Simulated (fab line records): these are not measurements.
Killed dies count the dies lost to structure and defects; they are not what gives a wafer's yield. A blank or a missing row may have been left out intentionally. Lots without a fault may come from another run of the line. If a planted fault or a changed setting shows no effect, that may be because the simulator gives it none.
Comparing a struck lot with a sound one + flow nand harc + 15 out of 1159 route steps
Sound: wafers L643.1, L643.3, L643.6. The struck wafers were L635.1, L635.2, L635.3. The cause comes at the end.
At each step with rows: each side's tool, then ch and its chambers, then its first start. Under that, the readings that differ: sound wafers + struck wafers + difference of the means + sigmas: that difference in standard deviations of wafers without a fault.
alike: readings with means less than 2 such deviations apart, plus words and numbers identical on both sides. not compared: withheld readings, readings lacking a value on some wafer, bounds such as >300 that could conceal the same value, and numbers that have no deviation in the record and whose values overlap.
Wherever a step has rows on one side only, a row that says differs or no value, or a row with sigmas, the two part there. When numbers do not overlap yet have no deviation, they are printed without sigmas and do not part them. A reading missing from all wafers of one side parts the sides only when that side holds two or more wafers.

first, 6 steps without rows for these wafers: NHARC_A_CHANNEL_HOLE_D1_COAT_04 (resist thk 90 nm); NHARC_A_CHANNEL_HOLE_D1_SOFTBAKE_05 (time 55 s); NHARC_A_CHANNEL_HOLE_D1_EBR_06; NHARC_A_CHANNEL_HOLE_D1_EXPOSE_07 (exposes mask HOLE D1, target cd 100 nm); NHARC_A_CHANNEL_HOLE_D1_PEB_08 (peb time 65 s); NHARC_A_CHANNEL_HOLE_D1_DEVELOP_09 (develop time 35 s).
NHARC_A_CHANNEL_HOLE_D1_CD_MEAS_10: target cd 100 nm.
  sound on cd sem-03 ch 0, day 11 21:23; struck on cd sem-01 ch 0, day 10 04:15
  alike: cd nm
NHARC_A_CHANNEL_HOLE_D1_OVL_MEAS_11:
  sound on overlay-01, day 11 21:29; struck on overlay-02, day 10 04:20
  alike: overlay x nm, overlay y nm
NHARC_A_CHANNEL_HOLE_D1_INSPECT_12:
  sound on defect inspect-01, day 11 21:31; struck on defect inspect-01, day 10 04:23
| reading          | sound | struck | difference | sigmas |
|------------------|-------|--------|------------|--------|
| raw defect count | 1 3 3 | 10 6 8 | +6         | +2     |
NHARC_A_CHANNEL_HOLE_D1_DESCUM_15: chemistry O2, time 3 s.
  sound on rie diel-02 ch 1,2, day 11 21:35; struck on rie diel-02 ch 0,2,3, day 10 04:26
  alike: drypump motor current A, oes product au, rf vpp V, showerhead plenum p Torr, throttle valve pct
  not compared: rf hours counter h
NHARC_A_CHANNEL_HOLE_D1_ETCH_38: etches the open film in CF4, target depth 39 nm, time 65 s.
  sound on rie diel-02 ch 1,3, day 11 21:40; struck on rie diel-02 ch 0,2,3, day 10 04:32
| reading                | sound                | struck               | difference | sigmas |
|------------------------|----------------------|----------------------|------------|--------|
| throttle valve pct (%) | 13.300 13.305 13.282 | 13.275 13.268 13.269 | -0.025     | -3     |
  alike: bias w, cf4 flow sccm, drypump motor current A, oes product au, rf vpp V, showerhead plenum p Torr
  not compared: rf hours counter h
NHARC_A_CHANNEL_HOLE_D1_ETCH_39: etches the open film in N2/H2, target depth 260 nm, time 325 s.
  sound on rie diel-02 ch 1,2,3; struck on rie diel-02 ch 0,2,3
  alike: bias w, chamber pressure mTorr, drypump motor current A, oes product au, rf vpp V, showerhead plenum p Torr, throttle valve pct
  not compared: rf hours counter h
NHARC_A_CHANNEL_HOLE_D1_ETCH_34: etches the open film in CF4/CHF3, target depth 154 nm, time 77 s.
  sound on rie diel-02 ch 0,2,3, day 11 22:02; struck on rie diel-02 ch 0,2,3, day 10 04:57
  no value came back on the struck wafers for any of 7 readings (bias w (W), cf4 flow sccm (sccm) and others); on the sound wafers bias w (W) reads 199.7 200.6 200.7
  not compared: rf hours counter h
NHARC_A_CHANNEL_HOLE_D1_ETCH_16: etches the open film in O2/COS, target depth 3100 nm, time 806 s.
  sound on rie diel-02 ch 1,3; struck on rie diel-02 ch 0,2,3
  alike: bias w, chamber pressure mTorr, drypump motor current A, oes product au, rf vpp V, showerhead plenum p Torr, throttle valve pct
  not compared: rf hours counter h
-- the record jumps here: 11 days lie between the struck wafers' starts before and after (it left off in module A_CHANNEL_HOLE_D1 and takes up again in module END, whose first step shown is number 1159 of the route) --
NHARC_END_SORT_01:
  sound on prober-02 ch 0, day 22 11:22; struck on prober-01 ch 0, day 21 08:31
| reading         | sound    | struck                                                               | difference                   | sigmas |
|-----------------|----------|----------------------------------------------------------------------|------------------------------|--------|
| hold            | - - -    | await dispo/4.5h/scrap await dispo/4.5h/scrap await dispo/4.5h/scrap | no value on the sound wafers |        |
| killed at array | 27 30 31 | 673 673 671                                                          | +643                         | +66    |
| killed dies     | 28 33 32 | 677 677 677                                                          | +646                         | +67    |
  alike: killed at other, killed at periphery, killed open, killed short

== WHERE THEY PART ==
First at NHARC_A_CHANNEL_HOLE_D1_INSPECT_12; last, within this record, at NHARC_END_SORT_01.

WHY: whatever the simulator had introduced
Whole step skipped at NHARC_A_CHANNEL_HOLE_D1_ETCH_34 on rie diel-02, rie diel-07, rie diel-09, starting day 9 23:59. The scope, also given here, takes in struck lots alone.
